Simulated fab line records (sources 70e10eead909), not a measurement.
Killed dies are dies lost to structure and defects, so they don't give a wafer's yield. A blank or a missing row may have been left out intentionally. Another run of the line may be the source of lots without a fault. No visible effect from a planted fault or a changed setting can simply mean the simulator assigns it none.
fab line records | flow nand_harc
record: lots: 12 wafers: 36 last_day: 25
route steps=1159 shown A_ONON_D1@447 A_CHANNEL_HOLE_D1@450 END@1159
lots with no fault: from the same line, run without faults
start_h: hours from the record's opening day to when the first of the lot's shown wafers began | wait_h: time in hours since the lot's previous step | " the same as in the row above | L1.1+2: several wafers, shown together as one row | - value missing, or start not given | * or withheld: withheld | < > ~ a bound
route shown NAME@n: NAME is a module with steps in the file, n the number in the route of the first one | usual: mean and standard deviation over wafers with no fault | same: alike in all rows | chamber/n: place in a boat | sites: per-site readings | _std_site: standard deviation of those values | _edge_site: inner sites' mean taken away from outer sites' mean | radius_mm: for every site, how far away it sits from the centre of the wafer | mask NAME#n: copy n | behind: the tool/chamber that last shaped the wafer | hold: the reason the lot was held/the length of the hold in hours/how it ended | device: the n, p or np transistor that did not switch | end of line: at the end of the route, the tests of the same wafers | step lacking rows: just its recipe | killed: count of dies lost to structure and defects at first sort (not the wafer's yield) | map: dies across one wafer; x = killed, . = not, _ = none there
set.NAME: the setting that was run; set.NAME@STEP: the one run at that earlier step | model.NAME: the simulator's own value behind a step, which no gauge read
route steps across a sampled set of lots; one table per step, one row per wafer
services: a tool's chamber out of use, with start hour (start_h, from the record's first day; less than 0 if before it), hours out, and reason
== steps ==
step: NHARC_A_ONON_D1_THK_MEAS_34
recipe: thk_meas_gauge: ellipsometry
usual: thk_nm: 200.1/2.7
columns lot.wafer tool chamber start_h wait_h thk_nm
L215.1 film_metro-02 - 180.19 - 194.6
L215.2 " - " " 199.4
L215.3 " - " " 197.0
L216.1 film_metro-01 - 180.53 - 200.4
L216.2 " - " " 196.9
L216.3 " - " " 199.2
L218.1 film_metro-02 - 180.54 - 196.9
L218.3 " - " " 196.0
L218.6 " - " " 198.2
L217.1 film_metro-02 - 187.63 - 197.2
L217.4 " - " " 204.0
L217.6 " - " " 202.8
L219.1 film_metro-02 - 191.52 - 198.0
L219.3 " - " " 196.0
L219.6 " - " " 202.2
L228.4 film_metro-01 - 248.73 - 195.6
L228.5 " - " " 200.8
L228.6 " - " " 197.6
L231.2 film_metro-01 - 273.88 0.5 198.9
L231.5 " - " " 202.2
L231.6 " - " " 202.4
L233.2 film_metro-02 - 281.38 - 200.7
L233.5 " - " " 201.6
L233.6 " - " " 200.3
L234.2 film_metro-01 - 281.39 - 199.9
L234.3 " - " " 199.5
L234.6 " - " " 200.5
L235.2 film_metro-01 - 281.41 - 196.2
L235.3 " - " " 196.0
L235.5 " - " " 200.3
L236.1 film_metro-02 - 295.94 - 197.6
L236.2 " - " " 199.0
L236.4 " - " " 204.7
L238.1 film_metro-02 - 307.65 - 198.6
L238.2 " - " " 202.5
L238.5 " - " " 203.7
step: NHARC_A_CHANNEL_HOLE_D1_DEP_00
recipe: target_thk_a: 31000 temp_c: 400 material: aC
usual: throttle_valve_pct: 35.000/0.0091
columns lot.wafer tool chamber start_h wait_h throttle_valve_pct
L215.1 acl_dep-01 0 181.50 1.2 35.000
L215.2 " 0 " " 34.997
L215.3 " 0 " " 35.000
L216.1 acl_dep-03 0 182.78 2.2 34.989
L216.2 " 0 " " 34.979
L216.3 " 0 " " 34.988
L218.1 acl_dep-02 0 183.00 2.4 34.999
L218.3 " 0 " " 35.011
L218.6 " 0 " " 35.003
L217.1 acl_dep-02 0 189.45 1.8 35.003
L217.4 " 0 " " 34.997
L217.6 " 0 " " 35.018
L219.1 acl_dep-03 0 193.18 1.6 35.006
L219.3 " 0 " " 34.998
L219.6 " 0 " " 35.001
L228.4 acl_dep-01 0 251.74 2.9 34.997
L228.5 " 0 " " 35.012
L228.6 " 0 " " 34.987
L231.2 acl_dep-02 0 274.35 0.4 35.014
L231.5 " 0 " " 34.992
L231.6 " 0 " " 35.010
L234.2 acl_dep-01 0 282.06 0.6 34.993
L234.3 " 0 " " 34.983
L234.6 " 0 " " 34.984
L233.2 acl_dep-02 0 282.14 0.7 34.996
L233.5 " 0 " " 35.000
L233.6 " 0 " " 35.001
L235.2 acl_dep-03 0 282.16 0.7 35.014
L235.3 " 0 " " 35.003
L235.5 " 0 " " 34.996
L236.1 acl_dep-03 0 296.42 0.4 34.988
L236.2 " 0 " " 35.011
L236.4 " 0 " " 35.003
L238.1 acl_dep-03 0 309.45 1.7 35.006
L238.2 " 0 " " 34.993
L238.5 " 0 " " 34.993
step: NHARC_A_CHANNEL_HOLE_D1_EXPOSE_07
recipe: na: 1.35 target_cd_nm: 100 sigma_outer: 0.3 dose_mj: 59.65 mask_id: HOLE_D1
usual: exposure_dose_mJ_cm2: 59.63/0.058
columns lot.wafer tool chamber start_h wait_h mask exposure_dose_mJ_cm2
L215.1 arfi_scanner-02 0 184.00 - HOLE_D1#0 59.64
L215.2 " 0 " " HOLE_D1#0 59.65
L215.3 " 0 " " HOLE_D1#0 59.64
L216.1 arfi_scanner-02 0 185.17 - HOLE_D1#0 59.63
L216.2 " 0 " " HOLE_D1#0 59.57
L216.3 " 0 " " HOLE_D1#0 59.64
L218.1 arfi_scanner-01 0 185.50 - HOLE_D1#0 59.70
L218.3 " 0 " " HOLE_D1#0 59.72
L218.6 " 0 " " HOLE_D1#0 59.74
L217.1 arfi_scanner-01 0 191.82 - HOLE_D1#0 59.60
L217.4 " 0 " " HOLE_D1#0 59.61
L217.6 " 0 " " HOLE_D1#0 59.57
L219.1 arfi_scanner-01 0 195.74 - HOLE_D1#0 59.69
L219.3 " 0 " " HOLE_D1#0 59.60
L219.6 " 0 " " HOLE_D1#0 59.61
L228.4 arfi_scanner-02 0 253.17 - HOLE_D1#0 54.94
L228.5 " 0 " " HOLE_D1#0 54.94
L228.6 " 0 " " HOLE_D1#0 55.04
L231.2 arfi_scanner-02 0 276.54 - HOLE_D1#0 55.95
L231.5 " 0 " " HOLE_D1#0 55.97
L231.6 " 0 " " HOLE_D1#0 55.92
L234.2 arfi_scanner-03 0 284.25 - HOLE_D1#0 59.61
L234.3 " 0 " " HOLE_D1#0 59.57
L234.6 " 0 " " HOLE_D1#0 59.60
L233.2 arfi_scanner-02 0 284.41 - HOLE_D1#0 56.62
L233.5 " 0 " " HOLE_D1#0 56.61
L233.6 " 0 " " HOLE_D1#0 56.59
L235.2 arfi_scanner-01 0 284.56 - HOLE_D1#0 59.61
L235.3 " 0 " " HOLE_D1#0 59.64
L235.5 " 0 " " HOLE_D1#0 59.68
L236.1 arfi_scanner-03 0 299.02 - HOLE_D1#0 59.49
L236.2 " 0 " " HOLE_D1#0 59.55
L236.4 " 0 " " HOLE_D1#0 59.59
L238.1 arfi_scanner-01 0 311.94 - HOLE_D1#0 59.62
L238.2 " 0 " " HOLE_D1#0 59.76
L238.5 " 0 " " HOLE_D1#0 59.75
step: NHARC_A_CHANNEL_HOLE_D1_CD_MEAS_10
recipe: target_cd_nm: 100 landing_energy_ev: 500
usual: cd_nm: 100.2/0.57
columns lot.wafer tool chamber start_h wait_h cd_nm
L215.1 cd_sem-02 0 184.14 - 99.6
L215.2 " 0 " " 99.6
L215.3 " 0 " " 99.5
L216.1 cd_sem-03 0 185.31 - 101.0
L216.2 " 0 " " 100.9
L216.3 " 0 " " 101.0
L218.1 cd_sem-03 0 185.64 - 101.1
L218.3 " 0 " " 100.7
L218.6 " 0 " " 100.4
L217.1 cd_sem-01 0 191.96 - 100.9
L217.4 " 0 " " 100.8
L217.6 " 0 " " 100.9
L219.1 cd_sem-01 0 195.88 - 99.8
L219.3 " 0 " " 100.5
L219.6 " 0 " " 100.0
L228.4 cd_sem-01 0 253.30 - 96.1
L228.5 " 0 " " 95.9
L228.6 " 0 " " 96.1
L231.2 cd_sem-03 0 276.68 - 97.2
L231.5 " 0 " " 97.5
L231.6 " 0 " " 97.4
L234.2 cd_sem-03 0 284.39 - 100.3
L234.3 " 0 " " 100.4
L234.6 " 0 " " 99.0
L233.2 cd_sem-02 0 284.55 - 97.8
L233.5 " 0 " " 98.2
L233.6 " 0 " " 97.5
L235.2 cd_sem-01 0 284.70 - 99.5
L235.3 " 0 " " 99.3
L235.5 " 0 " " 99.4
L236.1 cd_sem-02 0 299.16 - 100.2
L236.2 " 0 " " 100.8
L236.4 " 0 " " 100.3
L238.1 cd_sem-02 0 312.08 - 100.4
L238.2 " 0 " " 100.7
L238.5 " 0 " " 100.2
step: NHARC_A_CHANNEL_HOLE_D1_ETCH_19
recipe: bias_v: 1200 source_w: 2500 pressure_mtorr: 15 time_s: 34.5 ar_flow_sccm: 375 c4f8_flow_sccm: 28.8 o2_flow_sccm: 96.2 temp_c: -20 target_depth_a: * chemistry: C4F8/O2/Ar
usual: bias_v: 1199/13 drypump_motor_current_A: 5.5/0.43 esc_clamp_current_uA: 0.02052/0.0003 rf_fwd_power_W: 2443/8.8 showerhead_plenum_p_Torr: 3.81/0.089 throttle_valve_pct: 37.039/0.0088
columns lot.wafer tool chamber start_h wait_h bias_v drypump_motor_current_A esc_clamp_current_uA rf_fwd_power_W rf_hours_counter_h showerhead_plenum_p_Torr throttle_valve_pct
L215.2 har_etch-02 1 185.51 0.1 1208 6.2 0.02023 2437 104 3.84 37.033
L215.1 " 0 " " 1196 5.7 0.02027 2456 104 3.92 37.055
L215.3 " 1 " " 1201 6.2 0.0202 2441 - 3.84 37.043
L216.1 har_etch-01 1 186.67 0.1 1196 5.3 0.02057 2457 188 3.69 37.024
L216.2 " 0 " " 1191 5.0 0.02089 2445 188 3.87 37.050
L216.3 " 0 " " 1196 5.0 0.02093 2448 - 3.88 37.042
L218.1 har_etch-02 0 189.66 2.7 1207 5.7 0.02019 2439 108 3.92 37.041
L218.3 " 0 " " 1207 5.7 0.02018 2445 - 3.92 37.043
L218.6 " 1 " " 1194 6.2 0.02026 2435 - 3.84 37.044
L217.1 har_etch-01 0 194.20 0.9 1212 5.0 0.02094 2438 194 3.87 37.033
L217.4 " 0 " " 1207 5.0 0.02097 2434 - 3.87 37.032
L217.6 " 1 " " 1203 5.4 0.02056 2455 - 3.68 37.031
L219.1 har_etch-01 0 198.39 1.1 1197 5.0 0.02095 2437 198 3.87 37.048
L219.3 " 0 " " 1198 5.0 0.02097 2441 - 3.87 37.032
L219.6 " 0 " " 1183 5.0 0.02099 2438 - 3.87 37.038
L228.4 har_etch-02 0 257.76 2.8 1201 5.7 0.02026 2435 - 3.91 37.052
L228.6 " 1 " " 1216 6.2 0.02025 2437 - 3.82 37.047
L228.5 " 0 " " 1186 5.7 0.02031 2438 - 3.91 37.037
L231.2 har_etch-01 0 278.08 0.1 1194 5.0 0.02098 2439 236 3.85 37.040
L231.5 " 1 " " 1198 5.4 0.02065 2450 - 3.66 37.029
L231.6 " 0 " " 1192 5.0 0.02101 2428 - 3.85 37.034
L234.2 har_etch-02 1 285.78 0.1 1193 6.1 0.02021 2434 147 3.81 37.039
L234.3 " 1 " " 1215 6.2 0.02029 2449 - 3.82 37.045
L234.6 " 1 " " 1207 6.2 0.02025 2447 - 3.81 37.045
L233.2 har_etch-01 0 286.09 0.2 1205 5.0 0.02095 2456 243 3.84 37.034
L233.5 " 0 " " 1192 5.0 0.02104 2436 - 3.84 37.040
L233.6 " 1 " " 1178 5.4 0.02065 2449 - 3.66 37.031
L235.2 har_etch-02 0 289.92 3.9 1215 5.7 0.02025 2434 151 3.90 37.043
L235.3 " 0 " " 1205 5.7 0.0202 2429 - 3.90 37.033
L235.5 " 1 " " 1169 6.1 0.02033 2445 - 3.81 37.051
L236.1 har_etch-01 0 300.55 0.1 1200 5.0 0.021 2434 249 3.84 37.041
L236.2 " 1 " " 1219 5.4 0.02065 2448 249 3.65 37.038
L236.4 " 0 " " 1205 5.0 0.021 2447 - 3.84 37.034
L238.2 har_etch-02 1 313.45 0.1 1203 6.2 0.02027 2437 162 3.81 37.051
L238.1 " 0 " " 1204 5.7 0.02016 2450 162 3.89 37.045
L238.5 " 1 " " 1198 6.1 0.0203 2443 - 3.81 37.018
step: NHARC_END_SORT_01
recipe: temp_c: 25
usual: killed_at_array: 25/9.2 killed_at_other: 0.9/1.3 killed_at_periphery: 3.3/2.3 killed_dies: 29/9.6 killed_open: 3.2/1.8 killed_short: 2/1.4
same: gross_dies: 677
columns lot.wafer tool chamber start_h wait_h killed_at_array killed_at_other killed_at_periphery killed_dies killed_open killed_short
L231.2 prober-01 0 552.47 2.8 25 0 5 30 2 3
L231.6 prober-01 0 555.71 4.0 36 0 2 38 3 2
killed by level:class
L231.2 A_SLIT:chamber_film_flake=11 A_CHANNEL_HOLE_D1:chamber_film_flake=7 A_CONTACT:chamber_film_flake=3 A_CONTACT:geometric_particle:short=2 A_CONTACT:geometric_particle:open=2 P_ZERO_WELL:chamber_film_flake=2 P_CONTACT:chamber_film_flake=2 P_M0:geometric_particle:short=1
L231.6 A_CHANNEL_HOLE_D1:chamber_film_flake=17 A_SLIT:chamber_film_flake=9 A_CONTACT:chamber_film_flake=3 A_CONTACT:geometric_particle:open=2 P_M1:chamber_film_flake=2 A_CHANNEL_FILL_D1:chamber_film_flake=2 A_SGD_CUT:geometric_particle:open=1 A_SGD_CUT:geometric_particle:short=1
== services ==
columns tool chamber start_h hours kind
arfi_scanner-01 0 166.96 - calibration
acl_dep-02 - 168.29 13.0 pm
arfi_scanner-02 0 185.54 - calibration
arfi_scanner-01 - 196.00 4.0 pm
arfi_scanner-03 - 201.08 2.6 repair
arfi_scanner-01 - 211.15 0.7 repair
acl_dep-03 - 225.00 13.0 pm
arfi_scanner-03 - 237.11 0.8 repair
arfi_scanner-01 - 242.55 1.0 repair
acl_dep-01 - 295.34 13.0 pm
arfi_scanner-02 - 301.37 4.0 pm
har_etch-01 - 305.00 17.0 pm
har_etch-01 0 305.00 17.0 vent_cycle
har_etch-01 1 305.00 17.0 vent_cycle
arfi_scanner-03 - 312.00 4.0 pm
== key ==
first_sign: step: NHARC_A_CHANNEL_HOLE_D1_EXPOSE_07 reading: exposure_dose_mJ_cm2 direction: down sigmas: 65 usual: 59.63 struck: 55.84
effect: step: NHARC_A_CHANNEL_HOLE_D1_CD_MEAS_10 reading: cd_nm direction: down sigmas: 5.4 usual: 100.2 struck: 97.1 through: control_loop
met_at NHARC_A_CHANNEL_HOLE_D1_EXPOSE_07
struck_lots L228,L231,L233
tester_left_out L228,L231,L233
loop_trim: step: NHARC_A_CHANNEL_HOLE_D1_EXPOSE_07 setting: dose lots: L231,L233
not_acting_at NHARC_A_ONON_D1_THK_MEAS_34,NHARC_A_CHANNEL_HOLE_D1_DEP_00,NHARC_A_CHANNEL_HOLE_D1_ETCH_19
onset_between 185.17 253.17
fault: kind: process_parameter_drift tool: arfi_scanner-02 chamber: - onset_h: 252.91 steps: NHARC_A_CHANNEL_HOLE_D1_EXPOSE_07 channel: dose_mj offset: -4.6795 shape: step acts_in: these_recipes_only stated: 59.65
tester_left_out: of these lots the tester's yield and bins aren't shown, on N5 and GAA mostly nor the transistor test; their killed dies are dies lost to structure and defects alone, not to doping, threshold or leakage, so they don't give the yield
loop_trim: a control loop set the setting to another value than it would have without faults
